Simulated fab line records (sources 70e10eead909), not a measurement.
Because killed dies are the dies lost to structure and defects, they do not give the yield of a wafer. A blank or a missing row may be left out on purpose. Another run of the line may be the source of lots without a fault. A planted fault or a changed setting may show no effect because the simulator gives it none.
Chamber matching + flow nand harc + 4 sister chambers for NHARC_A_STAIRCASE_ALD_415 on ald hk-01
The step deposits SiO2, target thk 30 nm, pulse time 6 s, ald cycles 300. 8 wafers are shown with their chamber, then 10 later ones without.

== WAFERS, EACH WITH ITS CHAMBER ==
| wafer  | chamber | heater power w (W) | precursor pulse height rel |
|--------|---------|--------------------|----------------------------|
| L078.2 | 1       | 504                | 0.993                      |
| L079.5 | 1       | 512                | 0.978                      |
| L082.6 | 3       | 376                | 0.994                      |
| L083.1 | 2       | 488                | 1.038                      |
| L083.4 | 0       | 434                | 0.998                      |
| L083.5 | 2       | 493                | 0.992                      |
| L084.3 | 3       | 402                | 0.997                      |
| L084.4 | 0       | 440                | 1.031                      |

== WAFERS WITHOUT THEIR CHAMBER ==
| wafer  | heater power w (W) | precursor pulse height rel |
|--------|--------------------|----------------------------|
| L084.6 | 407                | 0.999                      |
| L086.2 | 431                | 0.983                      |
| L086.4 | 496                | 0.987                      |
| L086.5 | 432                | 1.012                      |
| L090.2 | 499                | 1.002                      |
| L090.4 | 410                | 1.002                      |
| L090.5 | 498                | 1.007                      |
| L095.3 | 498                | 1.038                      |
| L095.5 | 433                | 0.994                      |
| L095.6 | 526                | 0.984                      |

== EACH ONE'S CHAMBER ==
| wafer  | from the rows above     | in truth |
|--------|-------------------------|----------|
| L084.6 | can't be placed: 3 or 0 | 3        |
| L086.2 | 0                       | 0        |
| L086.4 | can't be placed: 1 or 2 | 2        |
| L086.5 | 0                       | 0        |
| L090.2 | can't be placed: 2 or 1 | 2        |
| L090.4 | can't be placed: 3 or 0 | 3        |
| L090.5 | can't be placed: 2 or 1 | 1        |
| L095.3 | can't be placed: 2 or 1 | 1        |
| L095.5 | 0                       | 0        |
| L095.6 | 1                       | 1        |
4 of 10 placed correctly. Not placeable from these rows: 6 (in 6, the candidates include the true chamber). 0 placed wrongly.
How it was worked out, from the rows above alone: a wafer's distance from a chamber is the root of the sum, over the readings, of the square of ((its reading less the chamber's mean) divided by the reading's scatter). If the next closest chamber is less than 2 further off than the closest, the wafer can't be placed; otherwise it belongs to the closest. For every chamber, the mean is computed from those of its wafers that are shown. How the scatter is found: for the shown wafers, subtract from each reading the mean of its chamber, square and add these, divide the total by (wafers less chambers), then take the root.
